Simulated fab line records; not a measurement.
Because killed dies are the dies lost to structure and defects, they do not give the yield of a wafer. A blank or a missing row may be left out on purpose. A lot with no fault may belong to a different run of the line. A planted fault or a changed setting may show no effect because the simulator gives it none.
Chamber matching | flow n5-finfet | N5_BEOL_M1_DESCUM_33 on rie-diel-04 has 4 sister chambers
The step chemistry O2, time 7 s. 14 wafers are shown with their chamber, then 7 later ones without.

== WAFERS, EACH WITH ITS CHAMBER ==
wafer  | chamber | showerhead-plenum-p-Torr (Torr) | throttle-valve-pct (%) | oes-product-au (a.u.)
L081.1 | 2       | 2.19                            | 20.56                  | 0.74
L081.2 | 0       | 2.07                            | 20.27                  | 0.96
L081.6 | 0       | 2.08                            | 20.27                  | 0.96
L083.2 | 2       | 2.19                            | 20.55                  | 0.72
L083.3 | 0       | 2.07                            | 20.26                  | 0.96
L083.6 | 2       | 2.19                            | 20.55                  | 0.73
L085.1 | 1       | 1.98                            | 20.59                  | 0.70
L085.4 | 0       | 2.07                            | 20.28                  | 0.94
L085.6 | 0       | 2.07                            | 20.28                  | 0.92
L086.2 | 1       | 1.98                            | 20.60                  | 0.69
L086.4 | 3       | 2.06                            | 20.61                  | 0.67
L086.5 | 2       | 2.19                            | 20.57                  | 0.73
L089.2 | 2       | 2.19                            | 20.57                  | 0.72
L089.3 | 0       | 2.07                            | 20.30                  | 0.92

SIGNATURES (means of the wafers above)
reading                  | chamber 0 | chamber 1 | chamber 2 | chamber 3 | scatter within a chamber
showerhead-plenum-p-Torr | 2.0717    | 1.9800    | 2.1900    | 2.0600    | 0.00289
throttle-valve-pct       | 20.2767   | 20.5950   | 20.5600   | 20.6100   | 0.0118
oes-product-au           | 0.9433    | 0.6950    | 0.7280    | 0.6700    | 0.015
Rule: distance of a wafer from a chamber = root of the sum over the readings of ((wafer's reading minus chamber's mean) / reading's scatter) squared. If the next closest chamber is less than 2 further off than the closest, the wafer can't be placed; otherwise it belongs to the closest. The scatter is the square root of a quotient: the sum, over the shown wafers, of each reading's squared deviation from its chamber's mean, divided by wafers minus chambers.

== WAFERS WITH NO CHAMBER GIVEN ==
wafer  | showerhead-plenum-p-Torr (Torr) | throttle-valve-pct (%) | oes-product-au (a.u.)
L089.5 | 1.98                            | 20.59                  | 0.69
L090.2 | 1.98                            | 20.60                  | 0.68
L090.4 | 2.06                            | 20.60                  | 0.66
L090.6 | 1.98                            | 20.60                  | 0.68
L094.1 | 2.07                            | 20.29                  | 0.90
L094.3 | 2.18                            | 20.57                  | 0.72
L094.4 | 2.06                            | 20.63                  | 0.65

== CHAMBER TAKEN BY EACH ==
wafer  | from the rows above | in truth
L089.5 | 1                   | 1
L090.2 | 1                   | 1
L090.4 | 3                   | 3
L090.6 | 1                   | 1
L094.1 | 0                   | 0
L094.3 | 2                   | 2
L094.4 | 3                   | 3
7 of 7 placed correctly. Not placeable from these rows: 0. Placed wrongly: 0.
